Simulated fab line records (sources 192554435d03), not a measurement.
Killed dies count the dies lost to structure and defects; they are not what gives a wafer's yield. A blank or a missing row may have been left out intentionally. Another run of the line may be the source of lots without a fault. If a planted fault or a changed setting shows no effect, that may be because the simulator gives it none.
Comparing a struck lot with a sound one / flow n5 finfet / 16 out of 1938 route steps
Sound: these wafers, L112.2, L112.4, L112.6. Struck: wafers L106.2, L106.3, L106.6. The cause is named last.
Per side, at each step with rows, come the tool, then ch with its chambers, and then its first start. Under that, the readings that differ: sound wafers / struck wafers / difference of the means / sigmas: that difference in standard deviations of wafers without a fault.
alike: words and numbers the same on both sides, and readings whose means are apart by under 2 such deviations; not compared: readings that were withheld, readings missing a value for some wafer, numbers with overlapping values and no deviation given by the record, and bounds like >300 which may hide the same value.
Wherever a step has rows on one side only, a row that says differs or no value, or a row with sigmas, the two part there. Numbers that have no deviation but don't overlap get no sigmas and don't part them. Lack of a reading on every wafer of one side parts them only where that side has two or more wafers.

first, 11 steps without rows for these wafers: N5_MOL_CONTACT_COAG_DESCUM_45 (chemistry O2, time 7 s); N5_MOL_CONTACT_COAG_ETCH_65 (etches underlayer in N2/H2, target depth 13 nm, time 10.4 s); N5_MOL_CONTACT_COAG_ETCH_66 (etches SiARC in CF4, target depth 13 nm, time 21.7 s); N5_MOL_CONTACT_COAG_ALD_133 (deposits SiO2, target thk 5 nm, pulse time 1 s, co reactant pulse time 1 s); N5_MOL_CONTACT_COAG_ETCHBACK_134 (etches SiO2 in CHF3, target depth 10 nm, time 6.7 s); N5_MOL_CONTACT_COAG_ETCH_67 (etches SOC in N2/H2, target depth 60 nm, overetch 21 nm, time 101.2 s); N5_MOL_CONTACT_COAG_STRIP_68 (strips in N2/H2); N5_MOL_CONTACT_COAG_STRIP_69 (strips in N2/H2); N5_MOL_CONTACT_COAG_ETCHBACK_136 (etches SiO2 in CHF3, target depth 25 nm, time 16.7 s); N5_MOL_CONTACT_COAG_STRIP_120 (strips in CHF3); N5_MOL_CONTACT_COAG_VIA_ETCH_117 (etches SiO2 in C4F6/O2, target depth 40 nm, overetch 8 nm, time 26 s).
N5_MOL_CONTACT_COAG_ETCH_124: etches SiNx in CH3F/O2, stops on SiOC, target depth 6.5 nm.
  sound on rie diel-01 ch 0,1, day 10 21:38; struck on rie diel-06 ch 1,2,3, day 9 13:26
  no value came back on the struck wafers for any of 8 readings (CH3F_flow_sccm (sccm), O2_flow_sccm (sccm) and others); on the sound wafers CH3F_flow_sccm (sccm) reads 29.90 29.93 29.95
reading=model.SOC_of_MOL_CONTACT_COAG_COAT_62.thk nm (nm); sound=48.6 48.4 48.6; struck=51 51.4 51.2; difference=+3; sigmas=
  not compared: rf hours counter h
N5_MOL_CONTACT_COAG_ETCH_48: etches SiOC in C4F6/O2, target depth 15 nm, overetch 4.5 nm, time 17 s.
  sound on rie diel-01 ch 0,1, day 10 21:41; struck on rie diel-06 ch 1,2,3, day 9 13:28
reading=oes product au (a.u.); sound=0.55 0.58 0.55; struck=0.75 0.70 0.71; difference=+0.16; sigmas=+2
reading=rf vpp V (V); sound=1584 1566 1585; struck=1603 1589 1621; difference=+26; sigmas=+2
reading=model.SOC_of_MOL_CONTACT_COAG_COAT_62.thk nm (nm); sound=46.2 45.8 46.2; struck=48.4 48.8 48.6; difference=+2.5; sigmas=
  alike: C4F6_flow_sccm, O2_flow_sccm, drypump motor current A, rf fwd power W, showerhead plenum p Torr, throttle valve pct
  not compared: rf hours counter h
then, 1 step without rows for these wafers: N5_MOL_CONTACT_COAG_STRIP_72 (strips in N2/H2).
N5_BEOL_M4_RC_MEAS_101:
  the record has rows for the sound wafers here (prober-01 ch 0, day 14 09:36) and none for the struck ones
-- here the record skips 8 days between the struck wafers' starts before and after, leaving off in module BEOL_M4 and picking up in module PASSIVATION (first step shown: number 1936 of the route) --
N5_PASSIVATION_PROBE_49:
  the record has rows for the struck wafers here (prober-02, day 17 05:32) and none for the sound ones

== WHERE THEY PART ==
At N5_MOL_CONTACT_COAG_ETCH_124 first; at N5_PASSIVATION_PROBE_49 last (within this record only).

WHY: what had been put in by the simulator
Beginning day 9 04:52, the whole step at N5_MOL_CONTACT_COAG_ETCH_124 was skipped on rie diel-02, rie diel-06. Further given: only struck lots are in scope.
